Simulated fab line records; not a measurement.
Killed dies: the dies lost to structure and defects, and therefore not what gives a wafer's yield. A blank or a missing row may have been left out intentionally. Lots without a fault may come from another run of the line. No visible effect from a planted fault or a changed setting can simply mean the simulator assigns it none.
fab line records | flow n5_finfet
[record] lots = 9 | wafers = 27 | last_day = 17
route steps=1938 shown BEOL_M4@1111 BEOL_M15@1795 PASSIVATION@1936
lots that met no fault: from a run of the same line without faults
start_h: start of the lot's first displayed wafer, in hours after the record's first day | wait_h: hours elapsed since this lot's preceding step | " the same as in the row above | L1.1+2: one row covering several wafers at once | - no value present, or no start provided | * or withheld: withheld | < > ~ a bound
route shown NAME@n: names a module that has steps shown in the file, with the first one's number in the route | usual: mean and standard deviation over wafers with no fault | same: alike in all rows | chamber/n: place in a boat | sites: per-site readings | _std_site: the values' standard deviation | _edge_site: the outer-site mean with the inner-site mean subtracted | radius_mm: how far each site lies from the wafer's centre | mask NAME#n: copy n | behind: the most recent tool/chamber to have shaped the wafer | hold: reason for holding the lot/hours on hold/outcome of the hold | device: which transistor (n, p or np) failed to switch | end of line: the tests these same wafers got at the end of their route | step lacking rows: just its recipe | killed: the dies lost at the first sort to structure and to defects; this is not the yield of the wafer | map: a wafer's dies, x killed, . not, _ none there
set.NAME: the setting that was run; set.NAME@STEP: the one run at that earlier step | model.NAME: the simulator's own value behind a step, which no gauge read
the route's steps for a sample of lots (tables are steps, rows are wafers)
services: the hour from which a tool's chamber was out of use, counted from the record's first day as start_h (under 0 if before that day), plus the number of hours and why
[[steps]]
[step N5_BEOL_M4_RC_MEAS_101]
[usual] DIBL_N = 36.0/1.7 | DIBL_P = 36.0/2 | IOFF_N = 0.156/0.028 | IOFF_P = 0.21/0.04 | ION_N = 673/12 | ION_P = 463/8.3 | SS_N = 71.4/0.6 | SS_P = 73.3/0.66 | VT_N = 250/3 | VT_P = -250/3.8
lot.wafer | tool      | chamber | start_h | wait_h | DIBL_N[mV/V] | DIBL_P[mV/V] | IOFF_N[nA/um] | IOFF_P[nA/um] | ION_N[uA/um] | ION_P[uA/um] | SS_N[mV/dec] | SS_P[mV/dec] | VT_N[mV] | VT_P[mV]
L321.2    | prober-01 | 0       | 165.53  | 0.2    | 35.2         | 35.4         | 0.146         | 0.20          | 668          | 470          | 71.2         | 73.2         | 252      | -250
L321.3    | "         | 0       | "       | "      | 33.2         | 33.1         | 0.118         | 0.16          | 661          | 461          | 70.4         | 73.0         | 254      | -253
L321.6    | "         | 0       | "       | "      | 33.7         | 34.3         | 0.132         | 0.19          | 667          | 458          | 71.0         | 72.7         | 252      | -250
L325.1    | prober-01 | 0       | 181.50  | 0.0    | 36.4         | 39.0         | 0.167         | 0.26          | 684          | 469          | 72.0         | 73.6         | 249      | -245
L325.3    | "         | 0       | "       | "      | 35.6         | 36.4         | 0.153         | 0.22          | 667          | 466          | 71.8         | 72.4         | 253      | -247
L325.5    | "         | 0       | "       | "      | 35.0         | 36.8         | 0.141         | 0.21          | 660          | 462          | 70.9         | 73.0         | 251      | -249
L326.1    | prober-01 | 0       | 190.45  | 0.0    | 34.8         | 33.7         | 0.118         | 0.18          | 652          | 454          | 71.3         | 73.1         | 255      | -252
L326.2    | "         | 0       | "       | "      | 37.8         | 38.1         | 0.169         | 0.24          | 669          | 465          | 72.4         | 73.7         | 250      | -246
L326.4    | "         | 0       | "       | "      | 35.3         | 34.2         | 0.136         | 0.18          | 672          | 463          | 71.1         | 72.9         | 250      | -252
L327.1    | prober-02 | 0       | 203.34  | 0.0    | 39.3         | 39.6         | 0.205         | 0.27          | 676          | 471          | 72.0         | 75.0         | 248      | -247
L327.3    | "         | 0       | "       | "      | 36.9         | 36.2         | 0.154         | 0.21          | 662          | 456          | 71.2         | 74.1         | 254      | -253
L327.4    | "         | 0       | "       | "      | 38.1         | 36.6         | 0.160         | 0.21          | 662          | 455          | 71.5         | 74.0         | 254      | -254
L334.3    | prober-01 | 0       | 243.23  | 0.3    | 36.4         | 37.6         | 0.171         | 0.28          | 694          | 480          | 71.3         | 73.8         | 248      | -240
L334.4    | "         | 0       | "       | "      | 34.0         | 35.2         | 0.133         | 0.25          | 680          | 485          | 70.9         | 73.3         | 249      | -243
L334.6    | "         | 0       | "       | "      | 35.7         | 37.5         | 0.155         | 0.28          | 688          | 480          | 71.4         | 74.7         | 248      | -244
L335.2    | prober-01 | 0       | 245.12  | 0.2    | 35.5         | 34.7         | 0.141         | 0.20          | 656          | 460          | 70.8         | 73.3         | 254      | -251
L335.3    | "         | 0       | "       | "      | 37.3         | 36.9         | 0.182         | 0.23          | 684          | 472          | 71.4         | 72.7         | 249      | -248
L335.5    | "         | 0       | "       | "      | 37.1         | 37.1         | 0.174         | 0.24          | 688          | 467          | 71.6         | 73.9         | 249      | -248
L337.3    | prober-02 | 0       | 263.12  | 0.3    | 38.2         | 39.8         | 0.180         | 0.26          | 676          | 466          | 71.8         | 73.4         | 248      | -246
L337.4    | "         | 0       | "       | "      | 37.0         | 38.4         | 0.150         | 0.23          | 660          | 456          | 71.2         | 73.9         | 251      | -247
L337.6    | "         | 0       | "       | "      | 34.4         | 35.9         | 0.121         | 0.20          | 663          | 460          | 70.9         | 72.9         | 253      | -250
L343.2    | prober-01 | 0       | 298.67  | 0.2    | 35.1         | 35.2         | 0.132         | 0.16          | 676          | 463          | 70.9         | 72.4         | 251      | -254
L343.3    | "         | 0       | "       | "      | 36.1         | 36.0         | 0.156         | 0.18          | 674          | 461          | 71.5         | 73.2         | 250      | -256
L343.4    | "         | 0       | "       | "      | 35.9         | 36.8         | 0.150         | 0.19          | 680          | 462          | 71.0         | 72.9         | 251      | -253
L341.1    | prober-01 | 0       | 300.79  | 0.0    | 38.1         | 38.5         | 0.208         | 0.24          | 692          | 468          | 71.7         | 73.9         | 247      | -249
L341.4    | "         | 0       | "       | "      | 37.2         | 36.4         | 0.179         | 0.20          | 673          | 455          | 71.9         | 73.5         | 249      | -254
L341.6    | "         | 0       | "       | "      | 38.8         | 38.3         | 0.202         | 0.25          | 686          | 466          | 72.1         | 74.6         | 246      | -250
[step N5_BEOL_M15_ETCH_57]
[recipe] chemistry = N2/H2 | target = SOC | source_w = 3000 | bias_w = 350 | time_s = 750 | ion_energy_ev = 200 | pressure_mtorr = 30 | n2_flow_sccm = 200 | h2_flow_sccm = 200
[usual] bias_w = 350.0/1.1 | drypump_motor_current_A = 5.9/0.58 | h2_flow_sccm = 200.0/0.55 | oes_product_au = 0.83/0.081 | rf_vpp_V = 524.4/2.6 | showerhead_plenum_p_Torr = 2.56/0.084 | throttle_valve_pct = 17.72/0.26
lot.wafer | tool        | chamber | start_h | wait_h | bias_w | drypump_motor_current_A | h2_flow_sccm | oes_product_au | rf_hours_counter_h | rf_vpp_V | showerhead_plenum_p_Torr | throttle_valve_pct
L321.2    | rie_diel-02 | 3       | 249.05  | -      | 348.2  | 6.5                     | 199.7        | 0.75           | 176                | 523.0    | 2.53                     | 17.87
L321.3    | "           | 2       | "       | "      | 348.3  | 6.8                     | 199.6        | 0.80           | 95                 | 524.4    | 2.56                     | 18.04
L321.6    | "           | 1       | "       | "      | 350.0  | 6.2                     | 200.1        | 0.90           | -                  | 521.3    | 2.49                     | 17.80
L325.1    | rie_diel-05 | 0       | 261.52  | -      | 349.4  | 5.4                     | 200.0        | 0.70           | 233                | 527.0    | 2.62                     | 17.92
L325.3    | "           | 2       | "       | "      | 348.2  | 6.5                     | 200.0        | 0.88           | 58                 | 521.9    | 2.48                     | 17.65
L325.5    | "           | 0       | "       | "      | 351.1  | 5.4                     | 200.5        | 0.70           | -                  | 526.6    | 2.62                     | 17.93
L326.1    | rie_diel-02 | 3       | 276.94  | -      | 349.5  | 6.5                     | 200.0        | 0.75           | 184                | 521.4    | 2.53                     | 17.89
L326.2    | "           | 1       | "       | "      | 350.5  | 6.2                     | 200.8        | 0.86           | 28                 | 521.6    | 2.49                     | 17.83
L326.4    | "           | 2       | "       | "      | 351.6  | 6.7                     | 199.3        | 0.79           | 103                | 525.5    | 2.56                     | 18.07
L327.1    | rie_diel-02 | 3       | 283.50  | -      | 350.1  | 6.5                     | 199.9        | 0.74           | 186                | 523.0    | 2.53                     | 17.89
L327.3    | "           | 2       | "       | "      | 350.2  | 6.7                     | 200.2        | 0.80           | 105                | 526.2    | 2.56                     | 18.07
L327.4    | "           | 0       | "       | "      | 349.8  | 5.0                     | 199.8        | 0.96           | 22                 | 528.3    | 2.69                     | 17.44
L335.2    | rie_diel-05 | 2       | 328.03  | -      | 350.3  | 6.5                     | 201.1        | 0.84           | 78                 | 522.0    | 2.47                     | 17.67
L335.3    | "           | 1       | "       | "      | 350.7  | 5.6                     | 199.6        | 0.73           | 180                | 519.6    | 2.43                     | 17.71
L335.5    | "           | 2       | "       | "      | 350.7  | 6.5                     | 199.9        | 0.85           | -                  | 522.8    | 2.47                     | 17.67
L334.3    | rie_diel-04 | 3       | 329.14  | -      | 348.5  | 5.5                     | 199.6        | 0.85           | 61                 | 528.6    | 2.67                     | 17.24
L334.4    | "           | 1       | "       | "      | 349.7  | 5.3                     | 199.7        | 0.90           | 25                 | 524.1    | 2.60                     | 17.53
L334.6    | "           | 1       | "       | "      | 351.1  | 5.4                     | 200.1        | 0.90           | -                  | 525.7    | 2.60                     | 17.56
L337.3    | rie_diel-02 | 2       | 357.11  | -      | 350.2  | 6.8                     | 199.0        | 0.77           | 127                | 524.5    | 2.55                     | 18.10
L337.4    | "           | 0       | "       | "      | 349.6  | 5.0                     | 198.9        | 0.92           | 40                 | 528.7    | 2.68                     | 17.49
L337.6    | "           | 3       | "       | "      | 349.9  | 6.5                     | 199.5        | 0.73           | -                  | 523.4    | 2.52                     | 17.93
L343.2    | rie_diel-02 | 3       | 380.94  | -      | 349.2  | 6.5                     | 199.3        | 0.72           | 216                | 521.7    | 2.52                     | 17.96
L343.3    | "           | 0       | "       | "      | 351.7  | 5.1                     | 199.4        | 0.90           | 49                 | 527.3    | 2.68                     | 17.51
L343.4    | "           | 2       | "       | "      | 348.5  | 6.8                     | 200.9        | 0.77           | 135                | 523.5    | 2.55                     | 18.11
L341.1    | rie_diel-04 | 0       | 385.66  | -      | 351.7  | 5.4                     | 199.4        | 0.87           | 50                 | 525.9    | 2.58                     | 17.98
L341.4    | "           | 3       | "       | "      | 350.2  | 5.5                     | 200.2        | 0.84           | 76                 | 527.3    | 2.67                     | 17.27
L341.6    | "           | 2       | "       | "      | 348.0  | 5.7                     | 198.6        | 0.93           | -                  | 525.4    | 2.58                     | 17.32
[step N5_BEOL_M15_ETCH_61]
[recipe] chemistry = N2/H2 | target = BARC | target_depth_a = 890 | overetch_a = 267 | time_s = 67.9 | ion_energy_ev = 200 | pressure_mtorr = 30 | source_w = 840 | bias_w = 150 | n2_flow_sccm = 200 | h2_flow_sccm = 200
[usual] bias_w = 150.0/0.46 | drypump_motor_current_A = 5.9/0.55 | h2_flow_sccm = 199.9/0.64 | oes_product_au = 0.71/0.062 | rf_vpp_V = 524.2/2.4 | showerhead_plenum_p_Torr = 2.55/0.081 | throttle_valve_pct = 17.81/0.26
lot.wafer | tool        | chamber | start_h | wait_h | bias_w | drypump_motor_current_A | h2_flow_sccm | oes_product_au | rf_hours_counter_h | rf_vpp_V | showerhead_plenum_p_Torr | throttle_valve_pct
L321.2    | rie_diel-05 | 1       | 249.94  | 0.0    | 150.4  | 5.6                     | 200.2        | 0.64           | 158                | 522.4    | 2.44                     | 17.78
L321.3    | "           | 3       | "       | "      | 150.6  | 6.3                     | 199.6        | 0.67           | 120                | 521.4    | 2.45                     | 17.90
L321.6    | "           | 2       | "       | "      | 149.6  | 6.5                     | 199.8        | 0.74           | -                  | 520.5    | 2.48                     | 17.76
L325.1    | rie_diel-04 | 3       | 263.10  | 0.0    | 149.6  | 5.5                     | 201.3        | 0.76           | 40                 | 528.2    | 2.68                     | 17.31
L325.3    | "           | 0       | "       | "      | 150.5  | 5.4                     | 200.3        | 0.78           | -                  | 525.2    | 2.59                     | 18.03
L325.5    | "           | 0       | "       | "      | 150.1  | 5.4                     | 199.1        | 0.78           | -                  | 525.4    | 2.59                     | 18.05
L326.1    | rie_diel-04 | 3       | 277.83  | 0.0    | 150.2  | 5.5                     | 199.7        | 0.75           | 45                 | 527.6    | 2.68                     | 17.33
L326.2    | "           | 1       | "       | "      | 149.9  | 5.4                     | 200.3        | 0.79           | 9                  | 524.7    | 2.61                     | 17.62
L326.4    | "           | 1       | "       | "      | 150.4  | 5.4                     | 200.6        | 0.79           | -                  | 525.7    | 2.61                     | 17.63
L327.1    | rie_diel-02 | 1       | 284.56  | 0.0    | 150.8  | 6.2                     | 200.8        | 0.75           | 30                 | 521.3    | 2.49                     | 17.95
L327.3    | "           | 3       | "       | "      | 150.4  | 6.5                     | 200.3        | 0.64           | 187                | 523.0    | 2.53                     | 18.00
L327.4    | "           | 2       | "       | "      | 150.5  | 6.8                     | 200.1        | 0.68           | 106                | 524.7    | 2.56                     | 18.17
L335.2    | rie_diel-02 | 3       | 328.94  | 0.0    | 149.5  | 6.5                     | 199.6        | 0.63           | 200                | 522.4    | 2.52                     | 18.04
L335.3    | "           | 1       | "       | "      | 149.7  | 6.2                     | 198.7        | 0.73           | 43                 | 523.1    | 2.48                     | 17.95
L335.5    | "           | 1       | "       | "      | 150.1  | 6.1                     | 199.7        | 0.72           | -                  | 522.6    | 2.48                     | 17.97
L334.3    | rie_diel-05 | 3       | 330.03  | 0.0    | 150.6  | 6.3                     | 199.8        | 0.65           | 144                | 521.9    | 2.44                     | 17.94
L334.4    | "           | 2       | "       | "      | 149.7  | 6.5                     | 201.3        | 0.73           | -                  | 520.7    | 2.47                     | 17.79
L334.6    | "           | 1       | "       | "      | 149.3  | 5.6                     | 199.4        | 0.63           | -                  | 519.6    | 2.43                     | 17.83
L337.3    | rie_diel-02 | 0       | 358.00  | 0.0    | 149.5  | 5.0                     | 199.8        | 0.77           | 41                 | 527.8    | 2.68                     | 17.58
L337.4    | "           | 3       | "       | "      | 149.7  | 6.5                     | 200.2        | 0.62           | 208                | 523.4    | 2.52                     | 18.05
L337.6    | "           | 3       | "       | "      | 149.1  | 6.5                     | 199.1        | 0.63           | -                  | 523.9    | 2.52                     | 18.05
L343.2    | rie_diel-04 | 2       | 381.84  | 0.0    | 149.8  | 5.7                     | 201.6        | 0.78           | 24                 | 525.5    | 2.58                     | 17.42
L343.3    | "           | 1       | "       | "      | 149.2  | 5.4                     | 200.5        | 0.74           | 38                 | 524.0    | 2.60                     | 17.67
L343.4    | "           | 0       | "       | "      | 150.3  | 5.4                     | 199.5        | 0.73           | 49                 | 524.6    | 2.58                     | 18.09
L341.1    | rie_diel-04 | 2       | 386.68  | 0.0    | 150.1  | 5.7                     | 200.6        | 0.78           | 25                 | 523.5    | 2.58                     | 17.44
L341.4    | "           | 1       | "       | "      | 150.9  | 5.3                     | 199.1        | 0.73           | 39                 | 523.9    | 2.60                     | 17.67
L341.6    | "           | 1       | "       | "      | 150.5  | 5.4                     | 199.2        | 0.73           | -                  | 524.4    | 2.60                     | 17.69
[step N5_BEOL_M15_STRIP_37]
[recipe] chemistry = O2 | power_w = 600 | temp_c = 60 | pressure_mtorr = 30 | rf_frequency_hz = 6e+07 | bias_power_w = 0 | overash_fraction = 0.3 | o2_flow_sccm = 225
[usual] bias_power_w = 0/0 | chamber_pressure_mTorr = 30.01/0.04 | drypump_motor_current_A = 5.9/0.54 | oes_product_au = 0.83/0.083 | overash_fraction = 0.3/0 | rf_vpp_V = 3.6/0.72 | showerhead_plenum_p_Torr = 2.11/0.07 | throttle_valve_pct = 16.57/0.24
lot.wafer | tool        | chamber | start_h | wait_h | bias_power_w | chamber_pressure_mTorr | drypump_motor_current_A | oes_product_au | overash_fraction | rf_hours_counter_h | rf_vpp_V | showerhead_plenum_p_Torr | throttle_valve_pct
L321.2    | rie_diel-04 | 3       | 252.76  | -      | 0            | 30.02                  | 5.5                     | 0.88           | 0.3              | 36                 | 4.2      | 2.25                     | 16.37
L321.3    | "           | 2       | "       | "      | 0            | 30.01                  | 5.7                     | 0.68           | 0.3              | 264                | 4.3      | 2.15                     | 16.78
L321.6    | "           | 0       | "       | "      | 0            | 29.99                  | 5.4                     | 0.93           | 0.3              | -                  | 3.4      | 2.13                     | 16.71
L325.1    | rie_diel-05 | 3       | 266.16  | -      | 0            | 29.98                  | 6.4                     | 0.77           | 0.3              | 125                | 3.9      | 2.02                     | 16.62
L325.3    | "           | 2       | "       | "      | 0            | 30.05                  | 6.5                     | 0.87           | 0.3              | 60                 | 3.4      | 2.06                     | 16.66
L325.5    | "           | 2       | "       | "      | 0            | 29.96                  | 6.5                     | 0.85           | 0.3              | -                  | 4.7      | 2.06                     | 16.68
L326.1    | rie_diel-04 | 0       | 280.34  | -      | -            | -                      | -                       | -              | -                | -                  | -        | -                        | -
L326.2    | "           | 1       | "       | "      | -            | -                      | -                       | -              | -                | -                  | -        | -                        | -
L326.4    | "           | 3       | "       | "      | -            | -                      | -                       | -              | -                | -                  | -        | -                        | -
L327.1    | rie_diel-02 | 3       | 288.21  | -      | -            | -                      | -                       | -              | -                | -                  | -        | -                        | -
L327.3    | "           | 2       | "       | "      | -            | -                      | -                       | -              | -                | -                  | -        | -                        | -
L327.4    | "           | 0       | "       | "      | -            | -                      | -                       | -              | -                | -                  | -        | -                        | -
L335.2    | rie_diel-04 | 0       | 332.48  | -      | 0            | 29.99                  | 5.4                     | 0.88           | 0.3              | 37                 | 2.8      | 2.13                     | 16.74
L335.3    | "           | 3       | "       | "      | 0            | 29.98                  | 5.5                     | 0.86           | 0.3              | 62                 | 3.9      | 2.24                     | 16.42
L335.5    | "           | 2       | "       | "      | 0            | 30.04                  | 5.7                     | 0.95           | 0.3              | -                  | 3.4      | 2.15                     | 16.29
L334.3    | rie_diel-05 | 2       | 332.76  | -      | 0            | 30.07                  | 6.5                     | 0.84           | 0.3              | 81                 | 3.3      | 2.05                     | 16.71
L334.4    | "           | 3       | "       | "      | 0            | 30.00                  | 6.4                     | 0.76           | 0.3              | -                  | 3.3      | 2.01                     | 16.65
L334.6    | "           | 2       | "       | "      | 0            | 30.00                  | 6.5                     | 0.84           | 0.3              | -                  | 4.2      | 2.05                     | 16.70
L337.3    | rie_diel-04 | 2       | 359.96  | -      | 0            | 30.00                  | 5.7                     | 0.94           | 0.3              | 19                 | 2.5      | 2.14                     | 16.28
L337.4    | "           | 3       | "       | "      | 0            | 30.02                  | 5.5                     | 0.84           | 0.3              | 70                 | 3.4      | 2.24                     | 16.44
L337.6    | "           | 2       | "       | "      | 0            | 30.04                  | 5.7                     | 0.94           | 0.3              | -                  | 3.4      | 2.14                     | 16.25
L343.2    | rie_diel-02 | 0       | 382.19  | -      | 0            | 30.02                  | 5.0                     | 0.91           | 0.3              | 49                 | 2.8      | 2.21                     | 16.42
L343.3    | "           | 2       | "       | "      | 0            | 29.99                  | 6.7                     | 0.77           | 0.3              | 135                | 2.9      | 2.09                     | 16.98
L343.4    | "           | 1       | "       | "      | 0            | 30.00                  | 6.2                     | 0.84           | 0.3              | 60                 | 2.7      | 2.03                     | 16.56
L341.1    | rie_diel-02 | 0       | 387.17  | -      | 0            | 30.03                  | 5.0                     | 0.90           | 0.3              | 50                 | 4.3      | 2.21                     | 16.39
L341.4    | "           | 3       | "       | "      | 0            | 29.94                  | 6.5                     | 0.72           | 0.3              | 217                | 3.1      | 2.07                     | 16.88
L341.6    | "           | 0       | "       | "      | 0            | 30.05                  | 5.0                     | 0.90           | 0.3              | -                  | 3.7      | 2.21                     | 16.40
[step N5_BEOL_M15_SPUTTER_43]
[recipe] material = TaN | target_thk_a = 150 | temp_c = 50 | bias_v = 168.6 | power_w = 15000 | chamber_pressure_pa = 0.12 | time_s = 24.19
[usual] throttle_valve_pct = 29.6/0.82
lot.wafer | tool           | chamber | start_h | wait_h | throttle_valve_pct
L321.2    | pvd_sputter-01 | -       | 253.57  | 0.0    | 29.6
L321.3    | "              | -       | "       | "      | 30.3
L321.6    | "              | -       | "       | "      | 30.3
L325.1    | pvd_sputter-01 | -       | 266.73  | 0.0    | 31.1
L325.3    | "              | -       | "       | "      | 29.4
L325.5    | "              | -       | "       | "      | 29.5
L326.1    | pvd_sputter-01 | -       | 281.04  | 0.0    | 30.3
L326.2    | "              | -       | "       | "      | 29.1
L326.4    | "              | -       | "       | "      | 30.0
L327.1    | pvd_sputter-02 | -       | 289.05  | 0.0    | 29.7
L327.3    | "              | -       | "       | "      | 28.6
L327.4    | "              | -       | "       | "      | 29.3
L335.2    | pvd_sputter-03 | -       | 332.98  | 0.0    | 30.6
L335.3    | "              | -       | "       | "      | 29.3
L335.5    | "              | -       | "       | "      | 29.8
L334.3    | pvd_sputter-01 | -       | 333.33  | 0.0    | 30.2
L334.4    | "              | -       | "       | "      | 31.3
L334.6    | "              | -       | "       | "      | 30.2
L337.3    | pvd_sputter-02 | -       | 360.51  | 0.0    | 29.4
L337.4    | "              | -       | "       | "      | 29.3
L337.6    | "              | -       | "       | "      | 29.1
L343.2    | pvd_sputter-02 | -       | 382.95  | 0.0    | 29.0
L343.3    | "              | -       | "       | "      | 28.8
L343.4    | "              | -       | "       | "      | 29.5
L341.1    | pvd_sputter-02 | -       | 387.52  | 0.0    | 28.8
L341.4    | "              | -       | "       | "      | 29.4
L341.6    | "              | -       | "       | "      | 28.7
[step N5_PASSIVATION_PROBE_49]
[usual] defect_limited_yield = 91.6/1.6 | killed_at_M0_to_M3 = 31/10 | killed_at_M4_up = 14/6.3 | killed_at_contacts = 12/6.1 | killed_at_front_end = 39/12 | killed_at_other = 3.7/2.8 | killed_dies = 100/19 | killed_on_rim = 13/4.2 | killed_open = 66/14 | killed_short = 33/8.1 | sort_bin_5_function = 5.0/1.1 | sort_bin_6_memory = 3.2/0.66 | sort_n_pass = 1080/18 | sort_yield_pct = 91.6/1.6
[same] gross_dies = 1180 | killed_at_back_side = 0 | sort_bin_4_leakage[%] = 0 | sort_bin_8_speed[%] = 0
lot.wafer | tool      | chamber | start_h | wait_h | defect_limited_yield[%] | killed_at_M0_to_M3 | killed_at_M4_up | killed_at_contacts | killed_at_front_end | killed_at_other | killed_dies | killed_on_rim | killed_open | killed_short | sort_bin_5_function[%] | sort_bin_6_memory[%] | sort_n_pass | sort_yield_pct[%]
L326.1    | prober-01 | -       | 297.03  | 0.0    | 0                       | 31                 | 1091            | 24                 | 32                  | 2               | 1180        | 152           | 65          | 36           | 96.4                   | 3.5                  | 0           | 0
L326.2    | prober-01 | -       | 297.08  | 0.1    | 0                       | 22                 | 1106            | 22                 | 28                  | 2               | 1180        | 152           | 51          | 27           | 96.8                   | 2.9                  | 0           | 0
L326.4    | prober-01 | -       | 297.18  | 0.2    | 0                       | 36                 | 1101            | 10                 | 26                  | 7               | 1180        | 152           | 55          | 35           | 97.3                   | 2.0                  | 0           | 0
L327.1    | prober-02 | -       | 304.53  | 0.0    | 0                       | 38                 | 1095            | 2                  | 39                  | 6               | 1180        | 152           | 71          | 30           | 96.4                   | 3.2                  | 0           | 0
L327.3    | prober-02 | -       | 304.63  | 0.1    | 0                       | 22                 | 1107            | 3                  | 47                  | 1               | 1180        | 152           | 53          | 27           | 97.3                   | 2.4                  | 0           | 0
L327.4    | prober-02 | -       | 304.68  | 0.2    | 0                       | 38                 | 1086            | 20                 | 34                  | 2               | 1180        | 152           | 65          | 38           | 96.4                   | 3.4                  | 0           | 0
L334.3    | prober-02 | -       | 347.85  | 0.1    | 93.7                    | 31                 | 5               | 4                  | 32                  | 2               | 74          | 7             | 43          | 31           | 3.6                    | 2.3                  | 1106        | 93.7
L334.4    | prober-02 | -       | 347.90  | 0.2    | 93.1                    | 36                 | 12              | 2                  | 27                  | 5               | 82          | 12            | 53          | 25           | 4.0                    | 2.3                  | 1098        | 93.1
L334.6    | prober-02 | -       | 348.00  | 0.3    | 89.6                    | 46                 | 15              | 16                 | 43                  | 3               | 123         | 11            | 82          | 39           | 6.4                    | 3.9                  | 1057        | 89.6
// killed by level:class
L326.1 BEOL_M15:area_sputter=1079 MOL_CONTACT_COAG:geometric_particle:open=20 FIN_SAQP:geometric_particle:short=8 BEOL_M0_SAQP:geometric_particle:short=7 BEOL_M3:geometric_particle:open=7 FIN_SAQP:geometric_particle:open=5 GATE_CUT:geometric_particle:short=5 BEOL_M0_SAQP:geometric_particle:open=5
L326.2 BEOL_M15:area_sputter=1100 MOL_CONTACT_COAG:geometric_particle:open=17 FIN_SAQP:geometric_particle:open=8 FIN_SAQP:geometric_particle:short=7 MOL_CONTACT_COAG:geometric_particle:short=5 BEOL_M3:geometric_particle:open=5 GATE_CUT:geometric_particle:short=4 BEOL_M0_SAQP:geometric_particle:short=4
L326.4 BEOL_M15:area_sputter=1090 MOL_CONTACT_COAG:geometric_particle:open=10 BEOL_M0_SAQP:geometric_particle:short=9 STI_FIN_REVEAL:geometric_particle:open=5 BEOL_M0_SAQP:geometric_particle:open=5 BEOL_M0:geometric_particle:short=5 FIN_SAQP:geometric_particle:open=4 BEOL_M3:geometric_particle:open=4
L327.1 BEOL_M15:area_sputter=1078 FIN_SAQP:geometric_particle:open=13 BEOL_M1:geometric_particle:open=11 BEOL_M0_SAQP:geometric_particle:short=8 BEOL_M0_SAQP:geometric_particle:open=8 FIN_SAQP:geometric_particle:short=7 STI_FIN_REVEAL:geometric_particle:open=6 BEOL_M3:geometric_particle:open=5
L327.3 BEOL_M15:area_sputter=1100 FIN_SAQP:geometric_particle:open=19 FIN_SAQP:geometric_particle:short=8 BEOL_M0_SAQP:geometric_particle:open=8 DUMMY_GATE:geometric_particle:open=5 BEOL_M4:geometric_particle:open=5 GATE_CUT:geometric_particle:short=4 BEOL_M0_SAQP:geometric_particle:short=4
L327.4 BEOL_M15:area_sputter=1076 MOL_CONTACT_COAG:geometric_particle:open=16 BEOL_M1:geometric_particle:open=12 BEOL_M0_SAQP:geometric_particle:open=9 FIN_SAQP:geometric_particle:short=8 BEOL_M0_SAQP:geometric_particle:short=7 BEOL_M5:geometric_particle:open=5 FIN_SAQP:geometric_particle:open=4
L334.3 FIN_SAQP:geometric_particle:open=13 BEOL_M2:geometric_particle:open=10 BEOL_M0_SAQP:geometric_particle:short=7 BEOL_M0_SAQP:geometric_particle:open=5 BEOL_M3:geometric_particle:short=4 SDB:geometric_particle:short=3 FIN_SAQP:geometric_particle:short=3 GATE_CUT:geometric_particle:short=3
L334.4 BEOL_M1:geometric_particle:open=9 FIN_SAQP:geometric_particle:open=7 BEOL_M0_SAQP:geometric_particle:short=7 BEOL_M3:geometric_particle:open=7 GATE_CUT:geometric_particle:short=5 BEOL_M0_SAQP:geometric_particle:open=5 BEOL_M4:geometric_particle:open=5 STI_FIN_REVEAL:geometric_particle:open=4
L334.6 MOL_CONTACT_COAG:geometric_particle:open=14 FIN_SAQP:geometric_particle:open=10 BEOL_M0_SAQP:geometric_particle:short=10 BEOL_M0_SAQP:geometric_particle:open=9 BEOL_M1:geometric_particle:open=9 BEOL_M3:geometric_particle:open=8 STARTING-WAFER:geometric_particle:open=6 BEOL_M4:geometric_particle:open=5
[[services]]
tool           | chamber | start_h | hours | kind
rie_diel-04    | 2       | 265.06  | -     | clean
rie_diel-04    | 2       | 265.06  | -     | consumable_replace:focus_ring
rie_diel-04    | 2       | 265.06  | 27.9  | scheduled_down
rie_diel-04    | 2       | 265.06  | 27.9  | vent_cycle
pvd_sputter-01 | -       | 310.44  | 9.1   | repair
rie_diel-02    | 0       | 324.30  | 6.3   | repair
rie_diel-05    | 0       | 324.47  | -     | clean
rie_diel-05    | 0       | 324.47  | -     | consumable_replace:focus_ring
rie_diel-05    | 0       | 324.47  | 21.5  | scheduled_down
rie_diel-05    | 0       | 324.47  | 21.5  | vent_cycle
pvd_sputter-03 | -       | 336.33  | 4.2   | repair
[[key]]
[first_sign] step = N5_BEOL_M15_STRIP_37 | reading = tool_record | direction = missing
[effect] step = N5_PASSIVATION_PROBE_49 | reading = killed_at_M4_up | direction = up | sigmas = 99+ | usual = 14 | struck = 1098
[more_kills_born_at] N5_BEOL_M15_SPUTTER_43@pvd_sputter-01 = 3269 | N5_BEOL_M15_SPUTTER_43@pvd_sputter-02 = 3254
met_at N5_BEOL_M15_STRIP_37
struck_lots L326,L327
later_rows_left_out L326.1,L326.2,L326.4,L327.1,L327.3,L327.4
not_acting_at N5_BEOL_M15_ETCH_57,N5_BEOL_M15_ETCH_61,N5_BEOL_M15_SPUTTER_43
onset_between 252.76 280.34
[fault] kind = skipped_step_whole | tool = rie_diel-02,rie_diel-04 | chamber = - | onset_h = 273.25 | steps = N5_BEOL_M15_STRIP_37 | scope = struck_lots_only
// later_rows_left_out: the simulator's readings of these wafers behind a module that went badly wrong aren't trusted and aren't shown, but for the sort
